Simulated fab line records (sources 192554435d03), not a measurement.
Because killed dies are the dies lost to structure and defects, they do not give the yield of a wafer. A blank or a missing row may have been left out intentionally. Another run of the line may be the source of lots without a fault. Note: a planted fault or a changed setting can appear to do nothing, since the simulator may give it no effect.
The tool behind it: which one? -- flow n5Finfet -- 27 wafers from 9 lots sampled at 5 of the route's 1938 steps

== WHAT THE GAUGES READ, wafer by wafer ==
N5_BEOL_M0_CUTY_CD_MEAS_57: the cd target is 200 nm. Usual: cdNm at 200.0 nm, with a standard deviation of 0.83.
lot,measured,on,cdNm (nm),flag
L291,day 6 09:53,cdSem-03,199.8 201.4 200.0,
L294,day 7 01:49,cdSem-02,201.1 199.8 200.1,
L299,day 8 12:46,cdSem-03,198.1 198.8 199.9,
L300,day 8 23:46,cdSem-03,200.0 199.7 200.2,
L302,day 9 09:04,cdSem-01,199.5 198.8 198.7,
L303,day 9 11:22,cdSem-03,200.7 199.5 199.7,
L304,day 9 15:12,cdSem-02,201.3 201.3 201.5,
L310,day 11 00:35,cdSem-03,198.0 200.9 199.5,
L311,day 11 09:44,cdSem-02,199.6 200.5 199.4,

N5_BEOL_M4_RC_MEAS_101. Usual: DIBL_N 36.3 mV/V, standard deviation 1.4; DIBL_P 35.7 mV/V, standard deviation 1.5; IOFF_N 0.155 nA/um, standard deviation 0.022; IOFF_P 0.204 nA/um, standard deviation 0.027; ION_N 671 uA/um, standard deviation 9; ION_P 459 uA/um, standard deviation 6.2; SS_N 71.5 mV/dec, standard deviation 0.54; SS_P 73.1 mV/dec, standard deviation 0.56; VT_N 250.2 mV, standard deviation 2.6; VT_P -251 mV, standard deviation 3.3.
lot,measured,on,DIBL_N (mV/V),DIBL_P (mV/V),IOFF_N (nA/um),IOFF_P (nA/um),ION_N (uA/um),ION_P (uA/um),SS_N (mV/dec),SS_P (mV/dec),VT_N (mV),VT_P (mV),flag
L291,day 8 18:48,prober-01,35.3 35.4 34.2,35.6 35.4 33.7,0.162 0.156 0.144,0.216 0.221 0.187,677 663 671,466 462 457,71.7 71.7 70.8,73.3 73.4 72.3,247.9 249.2 250.9,-248 -249 -251,
L294,day 9 00:10,prober-01,37.8 35.7 36.8,37.2 35.6 37.0,0.193 0.148 0.185,0.243 0.210 0.239,674 670 691,465 464 470,71.1 70.6 71.4,74.0 73.3 73.5,246.9 250.1 247.2,-246 -248 -246,
L299,day 10 22:15,prober-01,37.1 36.2 36.8,37.5 36.3 37.2,0.163 0.154 0.159,0.199 0.191 0.209,676 679 664,461 459 455,72.0 71.6 71.5,73.3 73.1 73.6,248.6 250.6 250.3,-251 -253 -253,
L300,day 11 00:20,prober-01,38.0 35.7 35.8,37.9 35.1 35.1,0.180 0.140 0.141,0.227 0.175 0.172,677 677 655,463 456 449,71.9 71.7 71.4,73.6 73.2 72.9,247.7 252.3 253.1,-250 -255 -254,
L302,day 11 07:46,prober-01,35.8 36.0 36.3,33.7 34.3 33.9,0.151 0.158 0.159,0.171 0.180 0.179,668 682 673,451 462 457,72.0 70.8 71.1,73.8 73.5 74.0,252.2 250.4 250.6,-260 -255 -255,
L303,day 11 13:34,prober-01,36.8 36.0 35.6,34.0 33.6 33.8,0.151 0.138 0.136,0.169 0.161 0.166,666 667 671,454 451 457,71.4 71.5 71.4,72.9 72.5 73.1,248.8 253.7 252.2,-257 -254 -256,
L304,day 11 15:41,prober-02,38.7 38.6 37.4,36.4 36.9 35.5,0.170 0.167 0.143,0.212 0.211 0.199,677 673 668,462 457 456,72.5 72.1 72.0,73.1 74.2 73.8,246.9 247.0 252.2,-247 -252 -251,
L310,day 13 06:14,prober-02,37.1 36.2 37.1,36.6 35.7 37.5,0.183 0.157 0.176,0.232 0.210 0.248,679 667 677,465 458 468,71.5 71.2 71.0,72.9 72.2 73.3,246.5 250.3 246.7,-248 -249 -245,
L311,day 13 14:47,prober-01,33.6 36.1 33.8,33.7 36.6 33.5,0.105 0.139 0.106,0.161 0.207 0.159,653 663 644,456 461 452,71.3 71.6 70.9,72.2 73.2 72.9,254.8 251.6 255.0,-251 -251 -254,

== WHAT TOOL EACH LOT RAN ON (gives the tool, then ch and the chambers of the sampled wafers, and finally the start) ==
lot,N5_BEOL_M0_ETCH_138,N5_BEOL_M0_STRIP_140,N5_BEOL_M0_ETCH_109
L291,"rieDiel-01 ch 0,1, day 6 10:31","rieDiel-05 ch 2,3, day 6 10:57","rieDiel-03 ch 0,1,2, day 6 11:22"
L294,"rieDiel-05 ch 0,2, day 7 02:20","rieDiel-01 ch 0,2,3, day 7 05:50","rieDiel-05 ch 1,2, day 7 06:20"
L299,"rieDiel-03 ch 1,2,3, day 8 13:04","rieDiel-01 ch 1,2, day 8 14:23","rieDiel-05 ch 0,3, day 8 15:01"
L300,"rieDiel-03 ch 1,2,3, day 9 00:04","rieDiel-01 ch 0,1, day 9 04:32","rieDiel-01 ch 1,2,3, day 9 05:18"
L302,"rieDiel-03 ch 0,2, day 9 09:47","rieDiel-01 ch 0,1,2, day 9 10:14","rieDiel-01 ch 1,2, day 9 10:55"
L303,"rieDiel-03 ch 1,2, day 9 11:40","rieDiel-05 ch 0,2,3, day 9 13:42","rieDiel-03 ch 0,1,3, day 9 14:06"
L304,"rieDiel-03 ch 0,2,3, day 9 15:30","rieDiel-03 ch 1,2,3, day 9 17:00","rieDiel-01 ch 0,1,2, day 9 17:29"
L310,"rieDiel-03 ch 1,2, day 11 00:53","rieDiel-01 ch 0,1,2, day 11 01:27","rieDiel-01 ch 1,2,3, day 11 02:03"
L311,"rieDiel-03 ch 2,3, day 11 10:02","rieDiel-05 ch 0,1, day 11 11:42","rieDiel-05 ch 1,2, day 11 12:55"
- N5_BEOL_M0_ETCH_138: etches SiCN in CH3F/O2, target depth 12 nm, time 31.6 s.
- N5_BEOL_M0_STRIP_140: strips in CF4.
- N5_BEOL_M0_ETCH_109: etches SiCN in CH3F/O2, target depth 8 nm, overetch 2.4 nm, time 27.4 s.

== WHAT THE TOOLS THEMSELVES READ (means of the sampled wafers that have a number; where no wafer has one, the mark that the record gives instead) ==
N5_BEOL_M0_ETCH_138. Usual: drypumpMotorCurrentA 5.8 A, standard deviation 0.49; etchRfOnTimeS 29.7 s, standard deviation 0.71; oesProductAu 0.66 a.u., standard deviation 0.066; rfVppV 297.7 V, standard deviation 1.7; showerheadPlenumPTorr 2.02 Torr, standard deviation 0.077; throttleValvePct 16.21 %, standard deviation 0.23.
lot,tool,drypumpMotorCurrentA (A),etchRfOnTimeS (s),oesProductAu (a.u.),rfVppV (V),showerheadPlenumPTorr (Torr),throttleValvePct (%),flag
L291,rieDiel-01,5.9,30.3,0.61,296.3,1.96,16.21,
L294,rieDiel-05,5.9,29.2,0.61,297.2,2.01,16.44,
L299,rieDiel-03,6.2,30.3,0.65,297.9,2.03,16.28,
L300,rieDiel-03,6.2,29.9,0.64,297.9,2.03,16.28,
L302,rieDiel-03,6.4,30.1,0.71,296.8,1.99,16.30,
L303,rieDiel-03,6.3,30.1,0.62,299.0,2.08,16.43,
L304,rieDiel-03,6.4,29.6,0.67,297.4,1.98,16.35,
L310,rieDiel-03,6.0,29.7,0.64,299.1,2.09,16.26,
L311,rieDiel-03,6.5,30.5,0.61,298.6,2.01,16.54,

N5_BEOL_M0_STRIP_140. Usual: biasPowerW 75.03 W, standard deviation 0.21; cf4FlowSccm 149.9 sccm, standard deviation 0.43; drypumpMotorCurrentA 5.8 A, standard deviation 0.49; oesProductAu 0.76 a.u., standard deviation 0.069; rfVppV 271.5 V, standard deviation 1.7; showerheadPlenumPTorr 1.81 Torr, standard deviation 0.06; throttleValvePct 13.57 %, standard deviation 0.25.
lot,tool,biasPowerW (W),cf4FlowSccm (sccm),drypumpMotorCurrentA (A),oesProductAu (a.u.),rfVppV (V),showerheadPlenumPTorr (Torr),throttleValvePct (%),flag
L291,rieDiel-05,75.15,149.6,6.0,0.72,271.1,1.80,13.75,
L294,rieDiel-01,75.08,150.4,5.3,0.78,271.7,1.88,13.36,
L299,rieDiel-01,75.12,150.3,5.9,0.74,269.9,1.77,13.50,
L300,rieDiel-01,75.13,149.8,5.7,0.87,270.5,1.80,13.20,
L302,rieDiel-01,-,-,-,-,-,-,-,OFF
L303,rieDiel-05,-,-,-,-,-,-,-,OFF
L304,rieDiel-03,75.03,149.7,6.2,0.75,272.5,1.82,13.59,
L310,rieDiel-01,74.89,150.0,5.7,0.80,272.0,1.81,13.31,
L311,rieDiel-05,75.01,149.8,5.5,0.77,271.9,1.82,13.62,

N5_BEOL_M0_ETCH_109. Usual: drypumpMotorCurrentA 5.8 A, standard deviation 0.48; oesProductAu 0.67 a.u., standard deviation 0.072; rfVppV 297.6 V, standard deviation 1.7; showerheadPlenumPTorr 2.01 Torr, standard deviation 0.072; throttleValvePct 16.22 %, standard deviation 0.24.
lot,tool,drypumpMotorCurrentA (A),oesProductAu (a.u.),rfVppV (V),showerheadPlenumPTorr (Torr),throttleValvePct (%),flag
L291,rieDiel-03,6.2,0.71,298.2,2.05,16.23,
L294,rieDiel-05,6.2,0.61,297.6,1.98,16.44,
L299,rieDiel-05,5.2,0.62,297.7,2.04,16.44,
L300,rieDiel-01,5.5,0.66,298.9,2.04,16.10,
L302,rieDiel-01,5.9,0.64,297.5,1.98,16.20,
L303,rieDiel-03,6.1,0.70,296.8,1.99,16.14,
L304,rieDiel-01,5.7,0.70,297.4,2.02,16.02,
L310,rieDiel-01,5.5,0.65,297.4,2.04,16.14,
L311,rieDiel-05,6.2,0.73,296.5,1.97,16.20,

== THE ANSWER, worked out from the rows above alone ==
Rule: a lot is off if the mean of its wafers that have a number lies more than 3 standard deviations from the usual mean. A lot without any number at a reading at which 4 lots or more have one is off too. All remaining lots with rows at the step are treated as sound. After the gauges, taken in route order, come the tools' own readings; for these a lot's mean is taken, as printed above. At the first step where some lot is off, the reading lying furthest off is the one used; lots without a number count as furthest.
Off, at N5_BEOL_M0_STRIP_140 on biasPowerW: L302, L303. Without a number there: L302, L303.
If a tool, at that step or one of the process steps before it, ran each lot that is off and ran no sound lot following the first of them, it fits. Not one of the candidates tried fits.

== WHAT THE SIMULATOR HAD INSERTED ==
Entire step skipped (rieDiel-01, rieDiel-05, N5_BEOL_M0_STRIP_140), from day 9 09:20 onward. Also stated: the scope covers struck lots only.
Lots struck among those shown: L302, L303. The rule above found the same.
